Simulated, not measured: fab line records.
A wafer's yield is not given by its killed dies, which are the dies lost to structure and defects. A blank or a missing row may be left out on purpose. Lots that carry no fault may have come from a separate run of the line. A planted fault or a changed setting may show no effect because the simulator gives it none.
Chamber matching + flow n5-finfet + N5_FIN_SAQP_ETCH_64 on rie-si-01: 4 sister chambers
The step etches SiO2 in CF4, target depth 1.5 nm. 4 wafers are shown with their chamber, then 8 later ones without.

## EACH WAFER AND ITS CHAMBER
| wafer  | chamber | drypump-motor-current-A (A) |
|--------|---------|-----------------------------|
| L085.3 | 0       | 5.3                         |
| L085.5 | 2       | 5.7                         |
| L085.6 | 1       | 5.3                         |
| L088.1 | 3       | 6.6                         |

## WAFERS WITHOUT THEIR CHAMBER
| wafer  | drypump-motor-current-A (A) |
|--------|-----------------------------|
| L088.4 | 5.3                         |
| L088.5 | 5.3                         |
| L091.3 | 6.7                         |
| L091.4 | 5.3                         |
| L091.6 | 5.3                         |
| L093.3 | 6.7                         |
| L093.4 | 5.3                         |
| L093.6 | 5.8                         |

## EACH ONE'S CHAMBER
| wafer  | from the rows above     | in truth |
|--------|-------------------------|----------|
| L088.4 | can't be placed: 0 or 1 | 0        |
| L088.5 | can't be placed: 0 or 1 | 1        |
| L091.3 | 3                       | 3        |
| L091.4 | can't be placed: 0 or 1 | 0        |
| L091.6 | can't be placed: 0 or 1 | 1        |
| L093.3 | 3                       | 3        |
| L093.4 | can't be placed: 0 or 1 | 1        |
| L093.6 | 2                       | 2        |
Correctly placed: 3 of 8. Can't be placed from these rows: 5 (the true chamber is among the candidates in 5). 0 placed wrongly.
How it was worked out, from the rows above alone: a wafer's distance from a chamber is the root of the sum, over the readings, of the square of ((its reading less the chamber's mean) divided by the reading's scatter). If the next closest chamber is less than 2 further off than the closest, the wafer can't be placed; otherwise it belongs to the closest. The mean given for a chamber averages the wafers shown for that chamber. The scatter: with one shown wafer a chamber, the root of the mean of the squares of how far each hidden wafer lies from its nearest shown one.
